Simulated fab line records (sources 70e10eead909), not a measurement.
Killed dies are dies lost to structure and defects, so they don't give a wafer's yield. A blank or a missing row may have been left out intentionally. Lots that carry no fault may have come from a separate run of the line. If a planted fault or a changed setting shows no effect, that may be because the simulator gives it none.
Struck lot and sound lot, side by side / flow nand-harc / 16 out of 1302 route steps
Sound: these wafers, L251.1, L251.2, L251.5. Struck: wafer L264.5; the same lot's L264.3 was not struck, so it is left out; see the end for the cause.
Order at every step that has rows: each side's tool, ch and its chambers, its first start. Under that, the readings that differ: sound wafers / struck wafers / difference of the means / sigmas: that difference in standard deviations of wafers without a fault.
alike: words and numbers the same on both sides, and readings whose means are apart by under 2 such deviations; not compared: readings that were withheld, readings missing a value for some wafer, numbers with overlapping values and no deviation given by the record, and bounds like >300 which may hide the same value.
The two part at a step that has a row with sigmas, a row that says differs or no value, or rows on one side only. Numbers that don't overlap but have no deviation are shown without sigmas and don't part them. A reading missing from all wafers of one side parts the sides only when that side holds two or more wafers.

first, 1 step without rows for these wafers: NHARC_A_DECK1_JOINT_SRD_15.
NHARC_A_DECK1_JOINT_DEP_16: deposits SiO2, target thk 45 nm.
  sound on pecvd-03 ch 1,2, day 16 01:28; struck on pecvd-01 ch 0, day 21 06:47
  alike: heater-power-w, rf-fwd-power-W, susceptor-temp-C, throttle-valve-pct
NHARC_A_DECK1_JOINT_THK_MEAS_17: measures by ellipsometry.
  sound on film-metro-01, day 16 01:43; struck on film-metro-02, day 21 07:04
  alike: thk-nm
NHARC_A_DECK1_JOINT_INSPECT_05:
  sound on defect-inspect-02, day 16 01:45; struck on defect-inspect-01, day 21 07:06
  alike: raw-defect-count
following that, 1 step holds no rows for these wafers, namely NHARC_A_ONON_D2_DEP_00 (target thickness 1000 nm).
NHARC_A_ONON_D2_THK_MEAS_02: measures by ellipsometry.
  sound on film-metro-01, day 16 02:20; struck on film-metro-01, day 21 07:41
reading=thk-nm (nm); sound=1001 1003 1001; struck=978; difference=-24; sigmas=-3
following that, 1 step holds no rows for these wafers, namely NHARC_A_ONON_D2_DEP_03 (target thickness 1000 nm).
NHARC_A_ONON_D2_THK_MEAS_05: measures by ellipsometry.
  sound on film-metro-01, day 16 02:55; struck on film-metro-02, day 21 08:15
  alike: thk-nm
following that, 1 step holds no rows for these wafers, namely NHARC_A_ONON_D2_DEP_06 (target thickness 1000 nm).
NHARC_A_ONON_D2_THK_MEAS_08: measures by ellipsometry.
  sound on film-metro-02, day 16 03:28; struck on film-metro-01, day 21 08:49
  alike: thk-nm
following that, 1 step holds no rows for these wafers, namely NHARC_A_ONON_D2_DEP_09 (target thickness 1000 nm).
NHARC_A_ONON_D2_THK_MEAS_11: measures by ellipsometry.
  sound on film-metro-01, day 16 04:02; struck on film-metro-01, day 21 09:23
  alike: thk-nm
NHARC_A_ONON_D2_DEP_12: target thk 1000 nm.
  sound on pecvd-onon-03 ch 0, day 16 04:05; struck on pecvd-onon-03 ch 0, day 21 09:34
  alike: susceptor-temp-C
NHARC_A_ONON_D2_THK_MEAS_14: measures by ellipsometry.
  sound on film-metro-01, day 16 04:36; struck on film-metro-02, day 21 09:57
reading=thk-nm (nm); sound=1003 1003 1004; struck=646; difference=-357; sigmas=-32
then, 1 step without rows for these wafers: NHARC_A_ONON_D2_ANNEAL_15 (time 3600 s).
-- the record jumps here: 12 days lie between the struck wafers' starts before and after (it left off in module A_ONON_D2 and takes up again in module END, whose first step shown is number 1302 of the route) --
NHARC_END_SORT_01:
  the record has rows for the struck wafers here (prober-01 ch 0, day 33 06:41) and none for the sound ones

== WHERE THEY PART ==
Earliest at NHARC_A_ONON_D2_THK_MEAS_02; latest, in this record, at NHARC_END_SORT_01.

WHY: whatever the simulator had introduced
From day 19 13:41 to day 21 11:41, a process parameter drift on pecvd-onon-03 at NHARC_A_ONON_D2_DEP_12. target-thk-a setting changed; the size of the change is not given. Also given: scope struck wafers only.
